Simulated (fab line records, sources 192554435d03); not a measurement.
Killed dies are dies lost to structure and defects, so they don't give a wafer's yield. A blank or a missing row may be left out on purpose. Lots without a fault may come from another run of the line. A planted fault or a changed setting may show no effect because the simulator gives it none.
One fault seen from 3 desks | flow n5_finfet | each desk has only its own numbers; what lay behind them comes last

THE DEFECT DESK
What the inspections along the route counted, lot by lot: means of the sampled wafers that have a number. A lot is out of limits, marked OUT, if its mean lies more than 4 standard deviations from the usual mean; the brackets give that distance.
Columns: A = raw_defect_count at N5_BEOL_M3_INSPECT_30, usual 409
lot  | first seen here | A
L332 | day 7 00:32     | 451
L339 | day 8 11:34     | 557
L341 | day 9 09:00     | 351
L343 | day 9 19:38     | 342
L347 | day 10 19:40    | 456
L350 | day 11 15:10    | 400
L354 | day 12 18:45    | 1547 (+14) OUT
L355 | day 13 02:57    | 1430 (+12) OUT
This desk's finding: out of limits on L354, L355; first on L354, day 12 18:45 (raw_defect_count at N5_BEOL_M3_INSPECT_30). In limits: L332, L339, L341, L343, L347, L350.

THE TOOL OWNER'S DESK: rie_diel-06
The tool's own readings at N5_BEOL_M3_ETCH_64 (etches SOC in N2/H2, target depth 75 nm, overetch 15 nm, time 112.5 s): means of the sampled wafers that have a number, for each lot that ran on this tool. A lot is out of limits, marked OUT, if its mean lies more than 4 standard deviations from the usual mean; the brackets give that distance.
Columns: A = drypump_motor_current_A at N5_BEOL_M3_ETCH_64, usual 6.0 A; B = oes_product_au at N5_BEOL_M3_ETCH_64, usual 0.62 a.u.; C = rf_vpp_V at N5_BEOL_M3_ETCH_64, usual 523.3 V; D = showerhead_plenum_p_Torr at N5_BEOL_M3_ETCH_64, usual 2.52 Torr; E = temp_c at N5_BEOL_M3_ETCH_64, usual 39.98 C; F = throttle_valve_pct at N5_BEOL_M3_ETCH_64, usual 17.86 %
lot  | first seen here | A   | B    | C     | D    | E     | F
L341 | day 9 07:59     | 5.9 | 0.63 | 521.6 | 2.46 | 40.01 | 17.87
L350 | day 11 14:16    | 5.6 | 0.63 | 523.4 | 2.50 | 39.93 | 17.83
L354 | day 12 18:00    | 6.3 | 0.69 | 524.3 | 2.58 | 39.97 | 17.73
L355 | day 13 02:03    | 6.0 | 0.68 | 522.3 | 2.49 | 39.99 | 17.72
This desk's finding: nothing out of limits on any of the 4 lots.

THE METROLOGY DESK
What the gauges read, lot by lot, whatever tool the lot ran on: means of the sampled wafers that have a number. A lot is out of limits, marked OUT, if its mean lies more than 4 standard deviations from the usual mean; the brackets give that distance. Of its 10 readings 7 are shown: those that lie furthest out on some lot.
Columns: A = DIBL_N at N5_BEOL_M4_RC_MEAS_101, usual 36.0 mV/V; B = DIBL_P at N5_BEOL_M4_RC_MEAS_101, usual 36.3 mV/V; C = IOFF_N at N5_BEOL_M4_RC_MEAS_101, usual 0.16 nA/um; D = IOFF_P at N5_BEOL_M4_RC_MEAS_101, usual 0.21 nA/um; E = ION_P at N5_BEOL_M4_RC_MEAS_101, usual 463 uA/um; F = VT_N at N5_BEOL_M4_RC_MEAS_101, usual 251 mV; G = VT_P at N5_BEOL_M4_RC_MEAS_101, usual -250 mV
lot  | first seen here | A    | B    | C    | D    | E   | F   | G
L332 | day 7 18:45     | 38.0 | 36.6 | 0.19 | 0.28 | 470 | 248 | -246
L339 | day 9 11:40     | 37.8 | 36.3 | 0.17 | 0.23 | 470 | 247 | -248
L341 | day 10 01:33    | 35.0 | 36.5 | 0.16 | 0.25 | 471 | 249 | -246
L343 | day 10 17:39    | 33.1 | 34.0 | 0.11 | 0.18 | 459 | 256 | -253
L347 | day 11 13:10    | 38.2 | 37.6 | 0.16 | 0.22 | 465 | 250 | -250
L350 | day 12 15:02    | 34.0 | 33.5 | 0.12 | 0.15 | 453 | 252 | -255
L354 | day 13 11:44    | 38.4 | 40.9 | 0.21 | 0.30 | 473 | 245 | -244
L355 | day 13 22:22    | 35.1 | 35.2 | 0.14 | 0.21 | 467 | 252 | -251
This desk's finding: nothing out of limits on any of the 8 lots.

PUT TOGETHER
The defect desk could have raised an alarm at day 12 18:45, on L354, L355.
The tool owner's desk saw nothing out of limits.
The metrology desk saw nothing out of limits.
The tool owner's desk has L354, L355 on record, within its limits.
The metrology desk has L354, L355 on record, within its limits.
Of the lots named, all ran N5_BEOL_M3_ETCH_64 on rie_diel-06.

WHAT THE SIMULATOR HAD PUT IN
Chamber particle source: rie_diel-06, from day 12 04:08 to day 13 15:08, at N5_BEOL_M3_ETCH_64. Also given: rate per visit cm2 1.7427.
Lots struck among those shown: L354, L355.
Hours from the fault's start to each desk's first reading out of limits: the defect desk, 15.
